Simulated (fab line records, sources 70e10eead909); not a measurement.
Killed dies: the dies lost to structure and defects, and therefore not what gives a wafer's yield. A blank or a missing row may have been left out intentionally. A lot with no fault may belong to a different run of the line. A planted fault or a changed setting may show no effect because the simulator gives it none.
Matching of chambers | flow nand_harc | 4 sister chambers for NHARC_P_CONTACT_STRIP_28 on rie_diel-10
The step strips in O2. 8 wafers are shown with their chamber, then 12 later ones without.

WAFERS WITH THEIR CHAMBER
wafer  | chamber | showerhead_plenum_p_Torr (Torr) | drypump_motor_current_A (A)
L081.4 | 3       | 3.50                            | 5.6
L082.1 | 3       | 3.50                            | 5.6
L088.5 | 0       | 3.50                            | 5.7
L088.6 | 1       | 3.41                            | 5.2
L089.2 | 1       | 3.40                            | 5.2
L090.3 | 2       | 3.60                            | 6.6
L090.4 | 0       | 3.50                            | 5.6
L090.5 | 2       | 3.60                            | 6.5

WAFERS WHOSE CHAMBER IS MISSING
wafer  | showerhead_plenum_p_Torr (Torr) | drypump_motor_current_A (A)
L091.1 | 3.40                            | 5.2
L091.2 | 3.50                            | 5.6
L091.5 | 3.60                            | 6.5
L094.3 | 3.40                            | 5.2
L094.4 | 3.49                            | 5.7
L094.5 | 3.40                            | 5.2
L095.1 | 3.50                            | 5.6
L095.2 | 3.40                            | 5.2
L095.5 | 3.60                            | 6.5
L097.2 | 3.40                            | 5.2
L097.3 | 3.50                            | 5.6
L097.6 | 3.40                            | 5.2

WHICH CHAMBER EACH WENT THROUGH
wafer  | from the rows above     | in truth
L091.1 | 1                       | 1
L091.2 | can't be placed: 3 or 0 | 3
L091.5 | 2                       | 2
L094.3 | 1                       | 1
L094.4 | can't be placed: 0 or 3 | 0
L094.5 | 1                       | 1
L095.1 | can't be placed: 3 or 0 | 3
L095.2 | 1                       | 1
L095.5 | 2                       | 2
L097.2 | 1                       | 1
L097.3 | can't be placed: 3 or 0 | 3
L097.6 | 1                       | 1
8 of 12 placed correctly. Can't be placed from these rows: 4 (the true chamber is among the candidates in 4). Wrongly placed: 0.
How it was worked out, from the rows above alone: a wafer's distance from a chamber is the root of the sum, over the readings, of the square of ((its reading less the chamber's mean) divided by the reading's scatter). The wafer belongs to the nearest chamber; if the next one is less than 2 further off, it can't be placed. The mean given for a chamber averages the wafers shown for that chamber. The scatter is the square root of a quotient: the sum, over the shown wafers, of each reading's squared deviation from its chamber's mean, divided by wafers minus chambers.
